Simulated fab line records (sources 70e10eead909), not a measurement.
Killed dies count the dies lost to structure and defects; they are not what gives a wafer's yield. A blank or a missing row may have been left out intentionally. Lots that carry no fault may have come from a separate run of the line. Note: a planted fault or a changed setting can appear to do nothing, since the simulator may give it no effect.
Which tool is to blame?	flow nandHarc	72 wafers from 24 lots sampled at 6 of the route's 1302 steps

== WHAT EACH GAUGE READ, for each wafer ==
Not one reading of a measure or inspect step in the record can be checked against a usual standard deviation.

== TOOL THAT RAN EACH LOT (tool first, then ch and the chambers of the sampled wafers, then the start) ==
lot	NHARC_A_STAIRCASE_DESCUM_219	NHARC_A_STAIRCASE_ETCH_221	NHARC_A_STAIRCASE_ETCH_227	NHARC_A_STAIRCASE_ETCH_230	NHARC_A_STAIRCASE_TRIM_235	NHARC_A_STAIRCASE_STRIP_238
L075	rieDiel-06 ch 1,2, day 15 22:50	rieDiel-06 ch 1,2, day 16 01:03 or earlier	rieDiel-06 ch 0,1, day 16 01:03 or earlier	rieDiel-06 ch 1,2,3, day 16 01:03 or earlier	rieDiel-06 ch 2,3, day 16 01:03 or earlier	plasmaAsher-01 ch 0,1, day 16 01:03
L074	rieDiel-01 ch 0,1,2, day 16 02:01	rieDiel-01 ch 0,2,3, day 16 06:26 or earlier	rieDiel-01 ch 1,2,3, day 16 06:26 or earlier	rieDiel-11 ch 0,1,3, day 16 06:26 or earlier	rieDiel-11 ch 0,1,2, day 16 06:26 or earlier	plasmaAsher-02 ch 0,1, day 16 06:26
L076	rieDiel-11 ch 1,3, day 16 17:16	rieDiel-11 ch 0,1, day 16 20:25 or earlier	rieDiel-11 ch 0,1,3, day 16 20:25 or earlier	rieDiel-11 ch 1,2,3, day 16 20:25 or earlier	rieDiel-11 ch 0,1,2, day 16 20:25 or earlier	plasmaAsher-01 ch 0,1, day 16 20:25
L077	rieDiel-06 ch 1,2,3, day 17 15:05	rieDiel-06 ch 0,1,2, day 17 17:19 or earlier	rieDiel-06 ch 0,1,2, day 17 17:19 or earlier	rieDiel-06 ch 1,2,3, day 17 17:19 or earlier	rieDiel-06 ch 1,2,3, day 17 17:19 or earlier	plasmaAsher-01 ch 0,1, day 17 17:19
L078	rieDiel-11 ch 1,3, day 17 16:35	rieDiel-11 ch 0,1,3, day 17 21:43 or earlier	rieDiel-11 ch 0,1,3, day 17 21:43 or earlier	rieDiel-01 ch 0,3, day 17 21:43 or earlier	rieDiel-01 ch 0,1,3, day 17 21:43 or earlier	plasmaAsher-02 ch 0,1, day 17 21:43
L079	rieDiel-06 ch 0,1, day 17 18:02	rieDiel-06 ch 0,2,3, day 17 21:04 or earlier	rieDiel-06 ch 1,2,3, day 17 21:04 or earlier	rieDiel-06 ch 0,2,3, day 17 21:04 or earlier	rieDiel-06 ch 0,1,2, day 17 21:04 or earlier	plasmaAsher-01 ch 0,1, day 17 21:04
L080	rieDiel-11 ch 1,3, day 18 13:16	rieDiel-11 ch 0,3, day 18 15:29 or earlier	rieDiel-11 ch 0,2,3, day 18 15:29 or earlier	rieDiel-11 ch 0,1,3, day 18 15:29 or earlier	rieDiel-11 ch 0,2,3, day 18 15:29 or earlier	plasmaAsher-01 ch 0,1, day 18 15:29
L081	rieDiel-01 ch 0,1,2, day 18 13:31	rieDiel-01 ch 0,1,2, day 18 16:02 or earlier	rieDiel-01 ch 0,2, day 18 16:02 or earlier	rieDiel-06 ch 0,2,3, day 18 16:02 or earlier	rieDiel-06 ch 1,2,3, day 18 16:02 or earlier	plasmaAsher-01 ch 0,1, day 18 16:02
L082	rieDiel-01 ch 1,2, day 19 07:34	rieDiel-01 ch 1,2,3, day 19 13:24 or earlier	rieDiel-01 ch 1,2, day 19 13:24 or earlier	rieDiel-01 ch 1,2, day 19 13:24 or earlier	rieDiel-01 ch 1,2,3, day 19 13:24 or earlier	plasmaAsher-01 ch 0,1, day 19 13:24
L084	rieDiel-11 ch 0,1,2, day 20 00:55	rieDiel-11 ch 1,2,3, day 20 03:05 or earlier	rieDiel-11 ch 0,2,3, day 20 03:05 or earlier	rieDiel-11 ch 0,1,2, day 20 03:05 or earlier	rieDiel-11 ch 0,1,2, day 20 03:05 or earlier	plasmaAsher-02 ch 0,1, day 20 03:05
L083	rieDiel-01 ch 2,3, day 20 02:29	rieDiel-01 ch 2,3, day 20 05:14 or earlier	rieDiel-01 ch 1,2, day 20 05:14 or earlier	rieDiel-01 ch 1,2, day 20 05:14 or earlier	rieDiel-01 ch 0,2,3, day 20 05:14 or earlier	plasmaAsher-02 ch 0,1, day 20 05:14
L085	rieDiel-01 ch 0,1, day 20 11:38	rieDiel-01 ch 0,1, day 20 14:13 or earlier	rieDiel-01 ch 0,1, day 20 14:13 or earlier	rieDiel-01 ch 0,1, day 20 14:13 or earlier	rieDiel-01 ch 0,1,3, day 20 14:13 or earlier	plasmaAsher-01 ch 0,1, day 20 14:13
L086	rieDiel-06 ch 0,2,3, day 21 02:01	rieDiel-06 ch 0,2, day 21 04:20 or earlier	rieDiel-06 ch 0,1,2, day 21 04:20 or earlier	rieDiel-11 ch 0,1,2, day 21 04:20 or earlier	rieDiel-11 ch 0,1,2, day 21 04:20 or earlier	plasmaAsher-02 ch 0,1, day 21 04:20
L087	rieDiel-01 ch 0,1,2, day 21 05:20	rieDiel-01 ch 0,2,3, day 21 08:02 or earlier	rieDiel-01 ch 1,2, day 21 08:02 or earlier	rieDiel-11 ch 0,1, day 21 08:02 or earlier	rieDiel-11 ch 1,2,3, day 21 08:02 or earlier	plasmaAsher-01 ch 0,1, day 21 08:02
L088	rieDiel-01 ch 0,2,3, day 21 21:27	rieDiel-01 ch 0,1, day 21 23:41 or earlier	rieDiel-01 ch 1,2, day 21 23:41 or earlier	rieDiel-01 ch 0,3, day 21 23:41 or earlier	rieDiel-01 ch 0,1,3, day 21 23:41 or earlier	plasmaAsher-02 ch 0,1, day 21 23:41
L089	rieDiel-01 ch 0,3, day 22 10:23	rieDiel-01 ch 0,1,3, day 22 12:47 or earlier	rieDiel-01 ch 2,3, day 22 12:47 or earlier	rieDiel-06 ch 0,2,3, day 22 12:47 or earlier	rieDiel-06 ch 0,1,2, day 22 12:47 or earlier	plasmaAsher-01 ch 0,1, day 22 12:47
L090	rieDiel-01 ch 0,3, day 22 20:35	rieDiel-01 ch 0,1,3, day 23 01:50 or earlier	rieDiel-01 ch 0,1, day 23 01:50 or earlier	rieDiel-06 ch 0,1,3, day 23 01:50 or earlier	rieDiel-06 ch 0,1,3, day 23 01:50 or earlier	plasmaAsher-02 ch 0,1, day 23 01:50
L091	rieDiel-11 ch 1,2,3, day 23 15:39	rieDiel-11 ch 1,2,3, day 23 17:56 or earlier	rieDiel-11 ch 0,1,3, day 23 17:56 or earlier	rieDiel-11 ch 0,2,3, day 23 17:56 or earlier	rieDiel-11 ch 0,1,3, day 23 17:56 or earlier	plasmaAsher-01 ch 0,1, day 23 17:56
L092	rieDiel-01 ch 0,1,2, day 23 15:55	rieDiel-01 ch 0,1, day 23 18:13 or earlier	rieDiel-01 ch 0,1,2, day 23 18:13 or earlier	rieDiel-06 ch 0,1, day 23 18:13 or earlier	rieDiel-06 ch 0,1,2, day 23 18:13 or earlier	plasmaAsher-01 ch 0,1, day 23 18:13
L093	rieDiel-06 ch 0,1,2, day 24 08:52	rieDiel-06 ch 0,2, day 24 11:39 or earlier	rieDiel-06 ch 0,1,2, day 24 11:39 or earlier	rieDiel-06 ch 1,3, day 24 11:39 or earlier	rieDiel-06 ch 0,1,3, day 24 11:39 or earlier	plasmaAsher-01 ch 0,1, day 24 11:39
L095	rieDiel-11 ch 0,2,3, day 24 15:49	rieDiel-11 ch 0,1,2, day 24 18:44 or earlier	rieDiel-11 ch 0,3, day 24 18:44 or earlier	rieDiel-11 ch 0,1,3, day 24 18:44 or earlier	rieDiel-11 ch 1,2,3, day 24 18:44 or earlier	plasmaAsher-02 ch 0,1, day 24 18:44
L096	rieDiel-11 ch 0,1,3, day 24 17:46	rieDiel-11 ch 0,1, day 24 20:12 or earlier	rieDiel-11 ch 0,2,3, day 24 20:12 or earlier	rieDiel-11 ch 0,2,3, day 24 20:12 or earlier	rieDiel-11 ch 0,3, day 24 20:12 or earlier	plasmaAsher-01 ch 0,1, day 24 20:12
L094	rieDiel-01 ch 0,1,2, day 24 20:04	rieDiel-01 ch 0,2,3, day 24 22:14 or earlier	rieDiel-01 ch 0,2,3, day 24 22:14 or earlier	rieDiel-11 ch 0,2,3, day 24 22:14 or earlier	rieDiel-11 ch 0,1,2, day 24 22:14 or earlier	plasmaAsher-01 ch 0,1, day 24 22:14
L097	rieDiel-11 ch 1,2,3, day 25 11:25	rieDiel-11 ch 0,2,3, day 25 13:38 or earlier	rieDiel-11 ch 0,1,2, day 25 13:38 or earlier	rieDiel-01 ch 1,2,3, day 25 13:38 or earlier	rieDiel-01 ch 0,1,3, day 25 13:38 or earlier	plasmaAsher-02 ch 0,1, day 25 13:38
- NHARC_A_STAIRCASE_DESCUM_219: chemistry O2, time 3 s.
- NHARC_A_STAIRCASE_ETCH_221: etches the open film in C4F8/O2, target depth 100 nm, time 40.5 s.
- NHARC_A_STAIRCASE_ETCH_227: etches the open film in C4F8/O2, target depth 100 nm, time 40.5 s.
- NHARC_A_STAIRCASE_ETCH_230: etches the open film in C4F8/O2, target depth 100 nm, time 40.5 s.
- NHARC_A_STAIRCASE_TRIM_235: chemistry O2, time 211.2 s.
- NHARC_A_STAIRCASE_STRIP_238: strips in O2.

== WHAT THE TOOLS THEMSELVES READ (means of the sampled wafers that have a number; where no wafer has one, the mark that the record gives instead) ==
NHARC_A_STAIRCASE_DESCUM_219.
lot	tool	drypumpMotorCurrentA (A)	o2FlowSccm (sccm)	oesProductAu (a.u.)	rfVppV (V)	showerheadPlenumPTorr (Torr)	throttleValvePct (%)
L075	rieDiel-06	5.9	200.0	1.017	57.9	1.82	11.321
L074	rieDiel-01	5.9	200.2	1.002	58.0	1.93	11.310
L076	rieDiel-11	5.1	199.8	0.982	58.0	1.81	11.312
L077	rieDiel-06	5.8	200.1	1.013	58.0	1.82	11.318
L078	rieDiel-11	5.3	200.0	0.987	58.2	1.84	11.313
L079	rieDiel-06	5.9	199.7	1.002	56.6	1.78	11.316
L080	rieDiel-11	5.1	200.1	0.982	56.8	1.80	11.310
L081	rieDiel-01	5.9	200.5	1.010	57.6	2.03	11.311
L082	rieDiel-01	6.2	200.3	1.009	58.1	2.04	11.310
L084	rieDiel-11	5.2	199.5	0.990	58.6	1.95	11.308
L083	rieDiel-01	6.0	199.9	1.009	58.1	1.94	11.311
L085	rieDiel-01	5.6	200.3	1.009	58.0	2.01	11.318
L086	rieDiel-06	5.7	199.9	1.009	57.1	1.81	11.308
L087	rieDiel-01	5.9	199.4	1.008	59.0	2.03	11.313
L088	rieDiel-01	6.1	200.0	1.014	57.9	1.96	11.319
L089	rieDiel-01	5.7	199.4	0.993	57.6	1.91	11.321
L090	rieDiel-01	5.8	200.1	1.012	57.9	1.94	11.314
L091	rieDiel-11	5.4	199.8	0.986	58.3	1.94	11.310
L092	rieDiel-01	5.9	199.2	0.998	58.8	2.02	11.317
L093	rieDiel-06	5.8	200.0	1.017	57.0	1.91	11.311
L095	rieDiel-11	5.4	199.6	1.000	58.2	1.87	11.317
L096	rieDiel-11	5.0	199.7	0.990	57.0	1.93	11.312
L094	rieDiel-01	5.9	199.9	1.004	59.0	2.01	11.311
L097	rieDiel-11	5.5	199.8	0.988	58.1	1.94	11.306

NHARC_A_STAIRCASE_ETCH_221.
lot	tool	oesProductAu (a.u.)	rfVppV (V)
L075	rieDiel-06	0.959	892
L074	rieDiel-01	0.927	900
L076	rieDiel-11	0.921	889
L077	rieDiel-06	0.933	890
L078	rieDiel-11	0.945	891
L079	rieDiel-06	0.951	889
L080	rieDiel-11	0.934	894
L081	rieDiel-01	0.938	903
L082	rieDiel-01	0.930	901
L084	rieDiel-11	0.941	898
L083	rieDiel-01	0.941	897
L085	rieDiel-01	0.931	902
L086	rieDiel-06	0.961	891
L087	rieDiel-01	0.944	899
L088	rieDiel-01	0.952	903
L089	rieDiel-01	0.951	901
L090	rieDiel-01	0.926	899
L091	rieDiel-11	0.917	898
L092	rieDiel-01	0.925	903
L093	rieDiel-06	0.932	890
L095	rieDiel-11	0.922	898
L096	rieDiel-11	0.934	897
L094	rieDiel-01	0.952	899
L097	rieDiel-11	0.958	893

NHARC_A_STAIRCASE_ETCH_227.
lot	tool	oesProductAu (a.u.)	rfVppV (V)
L075	rieDiel-06	0.959	888
L074	rieDiel-01	0.938	895
L076	rieDiel-11	0.942	891
L077	rieDiel-06	0.952	890
L078	rieDiel-11	0.934	891
L079	rieDiel-06	0.945	889
L080	rieDiel-11	0.948	894
L081	rieDiel-01	0.949	901
L082	rieDiel-01	0.952	903
L084	rieDiel-11	0.946	894
L083	rieDiel-01	0.950	905
L085	rieDiel-01	0.958	902
L086	rieDiel-06	0.940	890
L087	rieDiel-01	0.935	904
L088	rieDiel-01	0.937	904
L089	rieDiel-01	0.950	900
L090	rieDiel-01	0.947	901
L091	rieDiel-11	0.936	897
L092	rieDiel-01	0.941	902
L093	rieDiel-06	0.955	895
L095	rieDiel-11	0.954	892
L096	rieDiel-11	0.951	894
L094	rieDiel-01	0.936	898
L097	rieDiel-11	0.945	897

NHARC_A_STAIRCASE_ETCH_230.
lot	tool	oesProductAu (a.u.)	rfVppV (V)
L075	rieDiel-06	0.952	891
L074	rieDiel-11	0.918	891
L076	rieDiel-11	0.939	892
L077	rieDiel-06	0.955	889
L078	rieDiel-01	0.968	899
L079	rieDiel-06	0.937	890
L080	rieDiel-11	0.943	892
L081	rieDiel-06	0.973	889
L082	rieDiel-01	0.950	904
L084	rieDiel-11	0.929	898
L083	rieDiel-01	0.946	904
L085	rieDiel-01	0.951	902
L086	rieDiel-11	0.954	898
L087	rieDiel-11	0.975	901
L088	rieDiel-01	0.947	898
L089	rieDiel-06	0.975	896
L090	rieDiel-06	0.969	900
L091	rieDiel-11	0.942	894
L092	rieDiel-06	0.974	899
L093	rieDiel-06	0.967	906
L095	rieDiel-11	0.938	897
L096	rieDiel-11	0.941	893
L094	rieDiel-11	0.975	893
L097	rieDiel-01	0.980	900

NHARC_A_STAIRCASE_TRIM_235.
lot	tool	drypumpMotorCurrentA (A)	o2FlowSccm (sccm)	oesProductAu (a.u.)	rfVppV (V)	showerheadPlenumPTorr (Torr)	throttleValvePct (%)
L075	rieDiel-06	5.6	500.2	1.007	57.3	3.37	17.037
L074	rieDiel-11	5.2	499.1	1.001	57.8	3.43	17.029
L076	rieDiel-11	5.2	500.5	0.987	56.5	3.43	17.044
L077	rieDiel-06	5.8	500.5	1.009	57.2	3.36	17.032
L078	rieDiel-01	5.6	499.9	1.000	58.9	3.65	17.036
L079	rieDiel-06	5.8	500.1	1.010	57.3	3.36	17.042
L080	rieDiel-11	5.4	499.6	1.012	57.3	3.48	17.038
L081	rieDiel-06	5.8	501.3	1.000	57.4	3.36	17.044
L082	rieDiel-01	5.9	499.0	1.007	58.5	3.67	17.037
L084	rieDiel-11	5.2	500.0	0.992	56.7	3.59	17.029
L083	rieDiel-01	6.1	501.5	1.005	58.3	3.62	17.038
L085	rieDiel-01	5.6	500.6	0.998	57.6	3.64	17.033
L086	rieDiel-11	5.2	498.9	0.996	58.5	3.58	17.035
L087	rieDiel-11	5.4	498.4	0.998	57.2	3.58	17.041
L088	rieDiel-01	5.6	500.2	0.997	58.2	3.63	17.033
L089	rieDiel-06	5.8	499.7	1.006	58.2	3.52	17.029
L090	rieDiel-06	5.9	499.3	0.997	57.2	3.63	17.034
L091	rieDiel-11	5.0	499.9	1.000	57.2	3.56	17.041
L092	rieDiel-06	5.8	502.9	1.016	57.0	3.52	17.043
L093	rieDiel-06	5.8	501.8	1.000	58.1	3.63	17.038
L095	rieDiel-11	5.4	500.4	0.985	57.9	3.57	17.031
L096	rieDiel-11	5.0	499.9	1.012	56.6	3.44	17.034
L094	rieDiel-11	5.2	501.7	0.993	57.5	3.57	17.043
L097	rieDiel-01	5.6	501.4	0.997	58.5	3.62	17.026

NHARC_A_STAIRCASE_STRIP_238.
lot	tool	drypumpMotorCurrentA (A)	heaterPowerW (W)
L075	plasmaAsher-01	6.2	318
L074	plasmaAsher-02	5.8	351
L076	plasmaAsher-01	6.2	295
L077	plasmaAsher-01	6.2	323
L078	plasmaAsher-02	5.6	351
L079	plasmaAsher-01	6.3	320
L080	plasmaAsher-01	6.2	298
L081	plasmaAsher-01	6.2	321
L082	plasmaAsher-01	6.2	319
L084	plasmaAsher-02	5.7	355
L083	plasmaAsher-02	5.7	355
L085	plasmaAsher-01	6.2	295
L086	plasmaAsher-02	5.7	356
L087	plasmaAsher-01	6.2	319
L088	plasmaAsher-02	5.7	360
L089	plasmaAsher-01	6.2	318
L090	plasmaAsher-02	5.7	358
L091	plasmaAsher-01	6.2	292
L092	plasmaAsher-01	6.2	294
L093	plasmaAsher-01	6.2	289
L095	plasmaAsher-02	5.7	356
L096	plasmaAsher-01	6.2	290
L094	plasmaAsher-01	6.2	310
L097	plasmaAsher-02	5.6	362

== THE ANSWER, worked out from the rows above alone ==
Rule: usual is defined by the lots themselves. The widest of any qualifying gaps counts: lots, ordered by their means at a reading, are off when they make up no more than a third of the lots, leave a main group of 4 or more, and stand apart from it by 3 or more times the standard deviation of that group's means. Not used: any main group whose means are identical at the precision the tables above print for the reading. A lot without any number at a reading at which 4 lots or more have one is off too. All remaining lots with rows at the step are treated as sound. After the gauges, taken in route order, come the tools' own readings; for these a lot's mean is taken, as printed above. The first step at which some lot is off is used, and at that step the reading that is off furthest; a lot without a number counts as furthest.
Across all readings shown, no lot is off: no conclusion can be drawn from this.

== WHAT HAD BEEN PUT IN BY THE SIMULATOR ==
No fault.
